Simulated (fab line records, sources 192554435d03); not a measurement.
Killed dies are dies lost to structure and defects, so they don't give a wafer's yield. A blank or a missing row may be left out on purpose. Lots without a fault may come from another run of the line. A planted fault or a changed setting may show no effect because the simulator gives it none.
fab line records | flow n5_finfet | part 2 of 2: steps 42 to 46 of 46
record lots=6 wafers=18 last_day=17
route steps=1938 shown PMOS_HMC_CHANNEL_EPI@84 FIN_SAQP@90 FIN_CUT@174 STI_FIN_REVEAL@196
lots that met no fault: from a run of the same line without faults
start_h: hours from the record's first day to the start of the lot's first wafer shown | wait_h: hours since the lot's step before | " the same as in the row above | L1.1+2: a row that stands for several wafers | - no value, or no start given | * or withheld: withheld | < > ~ a bound
route shown NAME@n: a module of which the file shows steps, and the number in the route of the first | usual: mean/standard deviation of fault-free wafers | same: alike in all rows | chamber/n: place in a boat | sites: the reading at each site | _std_site: their standard deviation | _edge_site: outer sites' mean less inner sites' | radius_mm: how far each site lies from the wafer's centre | mask NAME#n: copy n | behind: the tool/chamber that last shaped the wafer | hold: why the lot was held/for how many hours/how that ended | device: the transistor (n, p or np) that didn't switch | end of line: the same wafers' tests at the end of the route | a step without rows: its recipe alone | killed: dies lost to structure and defects at the first sort, not the wafer's yield | map: a wafer's dies, x killed, . not, _ none there
set.NAME: the setting as run; set.NAME@STEP: as run at that earlier step | model.NAME: the simulator's own value behind a step, which no gauge read
lots at some steps of the route; a table a step, a row a wafer
services: from which hour (start_h, from the record's first day; less than 0 if before it) a tool's chamber was out of use, for how many hours, and why
## steps
# step N5_FIN_SAQP_HM_OPEN_33
# recipe chemistry=CH3F/O2 target=SiNx mask_material=SiO2 target_depth_a=494 time_s=70.6 pressure_mtorr=30 source_w=395 bias_w=73 Ar_flow_sccm=150 CH3F_flow_sccm=30 O2_flow_sccm=20 ion_energy_ev=120 ends=cleared
# usual CH3F_flow_sccm=29.99/0.089 chamber_pressure_mTorr=30.000/0.025 drypump_motor_current_A=6.0/0.44 etch_rf_on_time_s=69.6/1.5 oes_product_au=0.66/0.068 rf_vpp_V=296/5.2 showerhead_plenum_p_Torr=1.99/0.058 throttle_valve_pct=16.28/0.24
# columns lot.wafer tool chamber start_h wait_h CH3F_flow_sccm chamber_pressure_mTorr drypump_motor_current_A etch_rf_on_time_s oes_product_au rf_hours_counter_h rf_vpp_V showerhead_plenum_p_Torr throttle_valve_pct model.etch.depth_nm
L204.3 rie_diel-05 1 26.55 0.0 30.06 30.010 5.0 70.0 0.64 142 289 2.01 16.10 37.17
L204.4 " 0 " " 29.98 30.044 5.9 70.3 0.61 189 289 1.89 16.15 37.2
L204.6 " 2 " " 29.88 29.961 5.9 69.8 0.61 - 293 1.90 16.39 37.5
L211.1 rie_diel-04 0 68.06 0.2 29.95 30.037 6.6 72.3 0.61 177 300 2.07 16.12 37.39
L211.2 " 1 " " 30.09 30.008 6.1 68.8 0.61 187 297 2.07 16.12 37.07
L211.6 " 0 " " 29.86 30.031 6.6 73.0 0.61 - 301 2.07 16.09 37.55
L218.2 rie_diel-04 3 114.07 0.0 29.96 30.001 6.1 71.1 0.70 92 303 1.94 16.08 38
L218.3 " 2 " " 30.05 29.947 6.4 70.0 0.61 187 291 1.97 16.53 36.97
L218.6 " 0 " " 29.92 30.008 6.6 71.9 0.59 - 302 2.07 16.13 37.44
L219.2 rie_diel-03 0 118.18 0.0 29.97 30.002 5.3 69.3 0.63 166 296 2.00 16.40 36.99
L219.5 " 0 " " 30.04 29.934 5.3 69.5 0.63 - 295 2.00 16.39 37.49
L219.6 " 1 " " 29.84 30.000 6.6 68.6 0.77 - 296 1.96 16.00 37.9
L220.1 rie_diel-05 2 123.57 0.0 30.10 29.994 6.0 71.7 0.59 226 294 1.89 16.46 37.44
L220.2 " 1 " " 30.07 30.002 5.0 71.5 0.61 176 288 1.99 16.16 38
L220.4 " 3 " " 29.83 30.005 6.2 70.2 0.60 213 286 2.06 16.14 37.29
L227.4 rie_diel-03 3 167.44 0.0 30.00 30.020 5.5 66.9 0.78 35 300 1.97 16.36 37.53
L227.5 " 3 " " 30.08 29.987 5.5 66.5 0.78 - 300 1.97 16.35 37.6
L227.6 " 0 " " 30.10 30.032 5.3 69.0 0.62 - 295 2.00 16.42 38.01
# step N5_FIN_SAQP_FIN_ETCH_36
# recipe chemistry=HBr/Cl2/O2 target_depth_a=1200 mask_material=SiNx time_s=50.4 bias_w=102 pressure_mtorr=10 icp_w=800 HBr_flow_sccm=150 Cl2_flow_sccm=80 O2_flow_sccm=12
# usual chamber_pressure_mTorr=10.000/0.0086 drypump_motor_current_A=5.9/0.5 oes_product_au=0.998/0.015 throttle_valve_pct=36.0/0.37
# columns lot.wafer tool chamber start_h wait_h chamber_pressure_mTorr drypump_motor_current_A oes_product_au rf_hours_counter_h throttle_valve_pct model.SiO2_of_FIN_SAQP_ALD_61.thk_nm
L204.3 rie_si-01 0 26.84 0.0 9.990 6.1 0.995 169 36.3 4.021
L204.4 " 2 " " 10.010 6.5 1.016 - 35.9 3.988
L204.6 " 1 " " 9.997 5.8 1.007 - 35.1 4.019
L211.1 rie_si-05 0 68.34 0.0 9.998 6.4 0.992 111 36.0 3.971
L211.2 " 3 " " 9.991 5.2 1.011 6 35.9 3.977
L211.6 " 3 " " 10.010 5.2 1.015 - 35.9 3.991
L218.2 rie_si-05 1 114.36 0.0 9.985 5.0 0.999 59 36.0 2.2
L218.3 " 2 " " 9.990 6.4 0.976 93 36.0 3.986
L218.6 " 0 " " 9.991 6.4 0.991 - 36.1 3.985
L219.2 rie_si-06 3 118.47 0.0 10.012 6.1 0.999 52 36.2 3.991
L219.5 " 0 " " 10.000 5.2 0.990 - 36.2 4.008
L219.6 " 1 " " 9.989 6.1 1.035 - 35.8 3.975
L220.1 rie_si-01 0 123.86 0.0 10.007 6.1 0.980 171 36.4 3.99
L220.2 " 2 " " 10.005 6.5 0.996 25 36.0 2.4
L220.4 " 1 " " 10.008 5.8 0.987 67 35.1 4.024
L227.4 rie_si-01 2 167.73 0.0 10.003 6.5 0.994 26 35.9 4.007
L227.5 " 0 " " 10.002 6.1 0.990 - 36.4 3.998
L227.6 " 3 " " 9.999 5.8 0.986 - 36.2 3.988
# step N5_FIN_CUT_CUT_ETCH_27
# recipe chemistry=CHF3/O2 target=SiO2 target_depth_a=40 mask_material=SOC overetch_a=20 time_s=4.9 pressure_mtorr=30 source_w=650 bias_w=170 Ar_flow_sccm=200 CHF3_flow_sccm=50 O2_flow_sccm=5 ion_energy_ev=200
# usual chamber_pressure_mTorr=30.000/0.029 drypump_motor_current_A=5.50/0.26 oes_product_au=0.62/0.06 rf_vpp_V=525/12 showerhead_plenum_p_Torr=2.43/0.077 throttle_valve_pct=18.80/0.26
# columns lot.wafer tool chamber start_h wait_h chamber_pressure_mTorr drypump_motor_current_A oes_product_au rf_hours_counter_h rf_vpp_V showerhead_plenum_p_Torr throttle_valve_pct model.etch.depth_nm
L204.3 rie_diel-01 3 28.12 0.0 30.012 5.15 0.74 9 521 2.47 19.02 4.021
L204.4 " 0 " " 30.014 5.42 0.64 108 506 2.33 18.82 3.988
L204.6 " 3 " " 30.010 5.15 0.75 - 519 2.48 19.02 4.019
L211.1 rie_diel-02 0 69.66 0.0 30.019 5.11 0.56 200 537 2.48 18.89 3.971
L211.2 " 1 " " 30.037 5.66 0.70 29 531 2.35 18.71 3.977
L211.6 " 0 " " 29.988 5.10 0.56 - 536 2.48 18.90 3.991
L218.2 rie_diel-02 1 115.52 0.0 29.978 5.68 0.52 42 532 2.34 18.71 2.206
L218.3 " 3 " " 30.018 5.35 0.62 137 518 2.31 18.81 3.986
L218.6 " 0 " " 30.014 5.11 0.55 - 538 2.48 18.91 3.985
L219.2 rie_diel-02 2 119.62 0.0 29.982 5.82 0.68 58 544 2.44 18.30 3.991
L219.5 " 1 " " 30.010 5.66 0.68 - 530 2.34 18.73 4.008
L219.6 " 0 " " 30.018 5.13 0.56 - 537 2.48 18.92 3.975
L220.1 rie_diel-06 1 125.03 0.0 29.985 5.34 0.55 195 531 2.37 18.85 3.99
L220.2 " 0 " " 30.017 5.78 0.45 208 513 2.41 19.09 2.461
L220.4 " 2 " " 29.984 5.44 0.59 166 505 2.49 18.57 4.024
L227.4 rie_diel-02 1 169.07 0.0 30.015 5.66 0.67 58 530 2.34 18.75 4.007
L227.5 " 0 " " 30.001 5.11 0.55 - 536 2.47 18.93 3.998
L227.6 " 1 " " 30.032 5.65 0.66 - 531 2.34 18.76 3.988
# step N5_STI_FIN_REVEAL_RECESS_09
# recipe chemistry=HF/NH3 target=SiO2 afs_cycles=11 target_depth_a=425 temp_c=30 sublimation_temp_c=180 sublimation_time_s=60
# usual drypump_motor_current_A=5.6/0.37 foreline_p_Torr=0.1280/0.00051
# columns lot.wafer tool chamber start_h wait_h drypump_motor_current_A foreline_p_Torr model.SiNx_of_FIN_SAQP_HM_DEP_03.thk_nm
L204.3 vapor_etch-01 0 35.13 0.6 6.0 0.1282 18
L204.4 " 1 " " 5.9 0.1280 17.8
L204.6 " 1 " " 5.9 0.1287 18.2
L211.1 vapor_etch-02 1 76.29 0.0 5.2 0.1279 18.4
L211.2 " 0 " " 5.2 0.1277 17.8
L211.6 " 1 77.35 1.1 5.2 0.1278 18.2
L218.2 vapor_etch-01 1 122.30 0.0 5.9 0.1282 0
L218.3 " 1 " " 5.9 0.1270 18
L218.6 " 1 " " 5.9 0.1281 18.4
L219.2 vapor_etch-02 0 126.06 0.0 5.2 0.1275 17.6
L219.5 " 0 127.12 1.1 5.2 0.1277 18.6
L219.6 " 1 " " 5.3 0.1285 18.6
L220.1 vapor_etch-01 0 131.64 0.0 6.0 0.1286 18.4
L220.2 " 1 " " 5.9 0.1277 0
L220.4 " 0 " " 6.0 0.1286 18.2
L227.4 vapor_etch-01 1 176.69 0.6 6.0 0.1275 18.4
L227.5 " 0 " " 6.0 0.1272 18.4
L227.6 " 1 " " 5.9 0.1278 19
# step N5_STI_FIN_REVEAL_STRIP_16
# recipe chemistry=H3PO4 material=SiNx temp_c=165 target_depth_a=238 overetch_fraction=0.4964 dry=ipa_marangoni
# columns lot.wafer tool chamber start_h wait_h model.SiO2_of_FIN_SAQP_ALD_61.thk_nm
L204.3+4+6 wet_bench-04 1,7,0 36.22 0.6 3.8
L211.1+2+6 wet_bench-04 3,7,4 77.92 1.1 3.8
L218.2 wet_bench-03 0 123.91 1.1 2
L218.3+6 " 7,3 " " 3.8
L219.2+5+6 wet_bench-04 4,5,2 127.67 1.1 3.8
L220.1+4 wet_bench-05 1,3 133.25 1.1 3.8
L220.2 " 2 " " 2.2
L227.4+5+6 wet_bench-05 7,6,5 177.78 0.6 3.8
## services
# columns tool chamber start_h hours kind
rie_diel-02 2 5.15 1.3 repair
rie_diel-03 0 5.82 4.5 repair
vapor_etch-02 - 6.17 1.2 repair
rie_si-05 0 9.52 1.0 repair
rie_diel-03 1 11.62 21.1 repair
rie_si-01 1 11.81 0.9 repair
rie_si-06 0 22.76 1.5 repair
rie_diel-05 0 37.87 5.3 repair
vapor_etch-02 - 40.62 10.0 pm
vapor_etch-01 - 64.55 0.1 repair
pecvd-02 2 66.01 7.8 repair
rie_diel-03 - 95.44 6.3 repair
pecvd-01 0 99.99 13.4 repair
rie_diel-04 1 111.29 4.4 repair
rie_diel-06 2 125.43 12.1 repair
rie_si-05 - 127.91 2.8 pm
pecvd-02 0 128.09 4.4 repair
rie_si-06 3 128.35 1.9 repair
vapor_etch-02 - 134.11 19.1 repair
rie_diel-04 0 137.60 42.6 repair
rie_diel-02 3 142.67 1.8 repair
rie_si-06 - 154.13 28.1 pm
rie_si-01 - 165.90 0.2 repair
rie_diel-05 - 172.74 15.6 pm
## key
first_sign step=N5_FIN_SAQP_THK_MEAS_05 reading=thk_nm direction=down sigmas=57 usual=* struck=*
effect none on later readings
model_effect step=N5_FIN_SAQP_HM_DEP_03 value=SiNx_of_FIN_SAQP_HM_DEP_03.thk_nm without=37.24 struck=13.52
model_effect step=N5_FIN_SAQP_HM_OPEN_33 value=etch.depth_nm without=36.58 struck=38
model_effect step=N5_FIN_SAQP_FIN_ETCH_36 value=SiO2_of_FIN_SAQP_ALD_61.thk_nm without=4.013 struck=2.3
model_effect step=N5_FIN_CUT_CUT_ETCH_27 value=etch.depth_nm without=4.013 struck=2.334
model_effect step=N5_STI_FIN_REVEAL_RECESS_09 value=SiNx_of_FIN_SAQP_HM_DEP_03.thk_nm without=17.5 struck=0
model_effect step=N5_STI_FIN_REVEAL_STRIP_16 value=SiO2_of_FIN_SAQP_ALD_61.thk_nm without=3.8 struck=2.1
met_at N5_FIN_SAQP_HM_DEP_03
struck_wafers L218.2,L220.2
sort_left_out L218.2,L220.2
tester_left_out L218,L220
onset_between 21.71 109.27
fault kind=process_parameter_drift tool=pecvd-02 chamber=- onset_h=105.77 steps=N5_FIN_SAQP_HM_DEP_03 channel=time_s offset=* shape=step end_h=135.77 scope=struck_wafers_only acts_in=* stated=*
# tester_left_out: of these lots the tester's yield and bins aren't shown, on N5 and GAA mostly nor the transistor test; their killed dies are dies lost to structure and defects alone, not to doping, threshold or leakage, so they don't give the yield
# sort_left_out: the simulated sort isn't trusted on such a fault, so these wafers' sort isn't shown, and their yield isn't known
